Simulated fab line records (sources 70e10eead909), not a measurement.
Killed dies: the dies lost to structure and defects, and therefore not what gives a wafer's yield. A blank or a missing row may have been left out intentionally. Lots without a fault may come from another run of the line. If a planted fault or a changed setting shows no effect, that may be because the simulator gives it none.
Which tool did it? :: flow nandHarc :: 7 lots, 21 wafers sampled, at 4 steps of a route of 1302

## WHAT THE GAUGES READ, wafer by wafer
NHARC_A_CONTACT_CD_MEAS_15.
lot: L694
measured: day 23 08:41
on: cdSem-03
cdNm (nm): 190.3 190.0 189.8

lot: L700
measured: day 25 07:38
on: cdSem-03
cdNm (nm): 188.9 190.3 189.7

lot: L703
measured: day 26 05:06
on: cdSem-01
cdNm (nm): 190.6 189.9 189.5

lot: L709
measured: day 28 10:44
on: cdSem-03
cdNm (nm): 189.8 189.9 189.8

lot: L710
measured: day 28 16:28
on: cdSem-03
cdNm (nm): 190.5 189.8 190.1

lot: L711
measured: day 30 01:06
on: cdSem-01
cdNm (nm): 190.1 190.6 190.4

lot: L714
measured: day 30 20:09
on: cdSem-01
cdNm (nm): 189.7 189.8 190.1

## EACH LOT AND THE TOOL THAT RAN IT (in order: tool; ch and the chambers of the sampled wafers; start)
lot: L694
NHARC_A_CONTACT_ETCH_30: rieDiel-03 ch 0,3, day 23 06:01
NHARC_A_CONTACT_ETCH_31: rieDiel-03 ch 1,2,3, day 23 06:37 or earlier
NHARC_A_CONTACT_ETCH_134: harCapEtch-03 ch 0,1, day 23 06:37

lot: L700
NHARC_A_CONTACT_ETCH_30: rieDiel-12 ch 2,3, day 25 04:58
NHARC_A_CONTACT_ETCH_31: rieDiel-12 ch 0,1,2, day 25 05:37 or earlier
NHARC_A_CONTACT_ETCH_134: harCapEtch-02 ch 0,1, day 25 05:37

lot: L703
NHARC_A_CONTACT_ETCH_30: rieDiel-12 ch 0,3, day 26 02:25
NHARC_A_CONTACT_ETCH_31: rieDiel-12 ch 1,2,3, day 26 03:01 or earlier
NHARC_A_CONTACT_ETCH_134: harCapEtch-03 ch 0,1, day 26 03:01

lot: L709
NHARC_A_CONTACT_ETCH_30: rieDiel-03 ch 0,2,3, day 28 08:04
NHARC_A_CONTACT_ETCH_31: rieDiel-03 ch 0,2, day 28 08:44 or earlier
NHARC_A_CONTACT_ETCH_134: harCapEtch-03 ch 0,1, day 28 08:44

lot: L710
NHARC_A_CONTACT_ETCH_30: rieDiel-13 ch 1,2,3, day 28 13:48
NHARC_A_CONTACT_ETCH_31: rieDiel-13 ch 1,2,3, day 28 14:26 or earlier
NHARC_A_CONTACT_ETCH_134: harCapEtch-02 ch 0,1, day 28 14:26

lot: L711
NHARC_A_CONTACT_ETCH_30: rieDiel-12 ch 0,1, day 29 22:26
NHARC_A_CONTACT_ETCH_31: rieDiel-12 ch 1,2,3, day 29 23:02 or earlier
NHARC_A_CONTACT_ETCH_134: harCapEtch-02 ch 0,1, day 29 23:02

lot: L714
NHARC_A_CONTACT_ETCH_30: rieDiel-03 ch 0,1,2, day 30 17:23
NHARC_A_CONTACT_ETCH_31: rieDiel-03 ch 1,3, day 30 18:05 or earlier
NHARC_A_CONTACT_ETCH_134: harCapEtch-03 ch 0,1, day 30 18:05
- NHARC_A_CONTACT_ETCH_30: etches the open film in CF4/CHF3, target depth 72.6 nm, time 36.3 s.
- NHARC_A_CONTACT_ETCH_31: etches the open film in O2/COS, target depth 2800 nm, time 728 s.
- NHARC_A_CONTACT_ETCH_134: etches the open film in C4F8/O2/Ar, time 140 s, target depth 700 nm.

## THE ANSWER, worked out from the rows above alone
Rule: the lots themselves supply what counts as usual. Put in order of their means at a reading, lots are off if they are a third of the lots or fewer, leave a main group of 4 or more, and stand apart from it by a gap of 3 or more times the standard deviation of the main group's means; of several such gaps the widest counts. The tables above print the reading to a certain number of digits; a main group whose means all agree to those digits is not used. Also off: a lot with no number at a reading for which 4 or more lots have one. All remaining lots with rows at the step are treated as sound.
Across all readings shown, no lot is off: no conclusion can be drawn from this.

## WHAT THE SIMULATOR PUT IN
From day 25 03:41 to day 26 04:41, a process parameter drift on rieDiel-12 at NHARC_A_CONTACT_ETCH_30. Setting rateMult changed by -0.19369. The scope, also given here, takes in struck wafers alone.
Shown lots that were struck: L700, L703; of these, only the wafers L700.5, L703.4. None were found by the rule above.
